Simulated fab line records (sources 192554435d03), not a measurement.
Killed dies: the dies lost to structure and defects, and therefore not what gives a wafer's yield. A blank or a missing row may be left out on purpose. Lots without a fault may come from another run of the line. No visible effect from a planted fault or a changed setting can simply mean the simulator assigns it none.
Struck lot and sound lot, side by side    flow n5 finfet    16 steps out of a route of 1938
Sound: wafers L654.2, L654.4, L654.5. Wafers struck: L653.3, L653.5. The cause comes at the end.
For every step that has rows: the tool of each side, followed by ch and its chambers, followed by its first start. Under that, the readings that differ: sound wafers    struck wafers    difference of the means    sigmas: that difference in standard deviations of wafers without a fault.
alike: same words and numbers on both sides, and readings whose means sit less than 2 such deviations apart. not compared: any withheld reading, any reading some wafer has no value for, any bound like >300 that may hide the same value, and any number with overlapping values for which the record gives no deviation.
Wherever a step has rows on one side only, a row that says differs or no value, or a row with sigmas, the two part there. Non-overlapping numbers with no deviation appear without sigmas and do not part them. A reading missing from all wafers of one side parts the sides only when that side holds two or more wafers.

N5_BEOL_M4_ETCH_41: etches SiCN in CH3F/O2, target depth 29.9 nm, time 52.5 s.
  sound: rie diel-01 ch 0,2; struck: rie diel-01 ch 2
  alike: chamber pressure mTorr, drypump motor current A, oes product au, rf vpp V, showerhead plenum p Torr, throttle valve pct
  not compared: rf hours counter h
N5_BEOL_M4_STRIP_97: strips in N2/H2, time 10 s.
  sound: rie diel-01 ch 0,2; struck: rie diel-01 ch 2
  alike: chamber pressure mTorr, drypump motor current A, oes product au, rf vpp V, showerhead plenum p Torr, temp c, throttle valve pct
  not compared: rf hours counter h
N5_BEOL_M4_OCD_MEAS_38:
  sound: ocd-02 at day 12 14:43; struck: ocd-02 at day 12 15:06
  alike: trench depth nm
then, 4 steps without rows for these wafers: N5_BEOL_M4_HM_STRIP_39 (strips TiN in peroxide tin strip, target depth 25 nm, time 158 s); N5_BEOL_M4_SRD_40 (time 30 s); N5_BEOL_M4_PRECLEAN_42 (cleans in residue remover, time 60 s); N5_BEOL_M4_SRD_43 (time 30 s).
N5_BEOL_M4_CD_MEAS_35: target cd 18 nm, target cd y 22.4 nm.
  sound: cd sem-01 at day 12 14:53; struck: cd sem-01 at day 12 15:16
  alike: cd nm
then, 1 step without rows for these wafers: N5_BEOL_M4_DEGAS_44 (time 60 s).
N5_BEOL_M4_PRE_CLEAN_45: time 30 s.
  sound: pvd sputter-01 at day 12 15:28; struck: pvd sputter-01 at day 12 15:43
  alike: heater power w
N5_BEOL_M4_ALD_84: deposits TaN, pulse time 2 s, purge time 3 s, co reactant purge time 2 s.
  sound on ald metal-04 ch 0,2,3, day 12 15:32; struck on ald metal-02 ch 0,1, day 12 15:46
  alike: heater power w
  not compared: since wet clean h
N5_BEOL_M4_SURFACE_TREAT_85:
  sound: pvd sputter-01 at day 12 15:47; struck: pvd sputter-01 at day 12 16:03
  not compared: throttle valve pct
N5_BEOL_M4_CVD_47: deposits Co from CCTBA/H2, target thk 3 nm, time 223.8 s.
  sound on cvd co-02 ch 0,1,2, day 12 15:51; struck on cvd co-01 ch 0, day 12 16:08
reading           sound              struck       difference  sigmas
run length s (s)  245.8 247.1 247.4  344.6 344.7  +97.9       +99 or more
  not compared: since wet clean h
then, 1 step without rows for these wafers: N5_BEOL_M4_SPUTTER_48 (material Cu, target thk 4.5 nm, time 8.29 s).
N5_BEOL_M4_RC_MEAS_101:
  sound on prober-02 ch 0, day 12 19:05; struck on prober-01 ch 0, day 12 19:27
reading        sound           struck     difference  sigmas
SS_N (mV/dec)  71.4 71.8 71.1  72.6 72.4  +1.1        +2
  alike: DIBL_N, DIBL_P, IOFF_N, IOFF_P, ION_N, ION_P, SS_P, VT_N, VT_P
-- record jumps: 4 days separate the struck wafers' starts on either side; left off in module BEOL_M4, taken up again in module PASSIVATION, whose first shown step is the route's number 1936 --
N5_PASSIVATION_PROBE_49:
  sound: prober-01 at day 17 15:00; struck: prober-02 at day 16 21:38
reading              sound     struck  difference  sigmas
killed at front end  35 36 19  56 60   +28         +3
  alike: defect limited yield, killed_at_M0_to_M3, killed_at_M4_up, killed at contacts, killed at other, killed dies, killed open, killed short, sort_bin_5_function, sort_bin_6_memory, sort n pass, sort yield pct

## WHERE THEY PART
Last at N5_PASSIVATION_PROBE_49 as far as this record goes, first at N5_BEOL_M4_CVD_47.

WHY: whatever the simulator had introduced
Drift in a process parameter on cvd co-01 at N5_BEOL_M4_CVD_47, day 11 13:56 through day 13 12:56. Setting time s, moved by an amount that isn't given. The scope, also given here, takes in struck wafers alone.
